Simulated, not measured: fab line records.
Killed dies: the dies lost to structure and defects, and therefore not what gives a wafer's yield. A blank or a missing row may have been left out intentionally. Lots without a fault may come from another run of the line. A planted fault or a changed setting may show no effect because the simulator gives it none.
Chamber matching -- flow nand-harc -- NHARC_A_STAIRCASE_DEP_325 on pecvd-02: 3 sister chambers
The step deposits SiO2, target thk 3800 nm. 3 wafers are shown with their chamber, then 9 later ones without.

== WAFERS, EACH WITH ITS CHAMBER ==
wafer,chamber,heater-power-w (W)
L087.5,2,593
L086.1,1,624
L086.5,0,497

== WAFERS WITHOUT THEIR CHAMBER ==
wafer,heater-power-w (W)
L091.2,654
L091.3,501
L091.4,507
L093.3,720
L093.4,600
L093.5,584
L096.2,595
L096.3,738
L096.4,585

== WHICH CHAMBER EACH ONE RAN IN ==
wafer,from the rows above,in truth
L091.2,can't be placed: 1 or 2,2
L091.3,can't be placed: 0 or 2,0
L091.4,can't be placed: 0 or 2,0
L093.3,can't be placed: 1 or 2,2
L093.4,can't be placed: 2 or 1 or 0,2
L093.5,can't be placed: 2 or 1 or 0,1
L096.2,can't be placed: 2 or 1 or 0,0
L096.3,can't be placed: 1 or 2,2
L096.4,can't be placed: 2 or 1 or 0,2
Placed correctly: 0 of 9. These rows do not allow placing 9 (true chamber among the candidates in 9). Number placed wrongly: 0.
How it was worked out, from the rows above alone: a wafer's distance from a chamber is the root of the sum, over the readings, of the square of ((its reading less the chamber's mean) divided by the reading's scatter). The wafer belongs to the nearest chamber; if the next one is less than 2 further off, it can't be placed. A chamber's mean is the mean of its shown wafers. The scatter: with one shown wafer a chamber, the root of the mean of the squares of how far each hidden wafer lies from its nearest shown one.
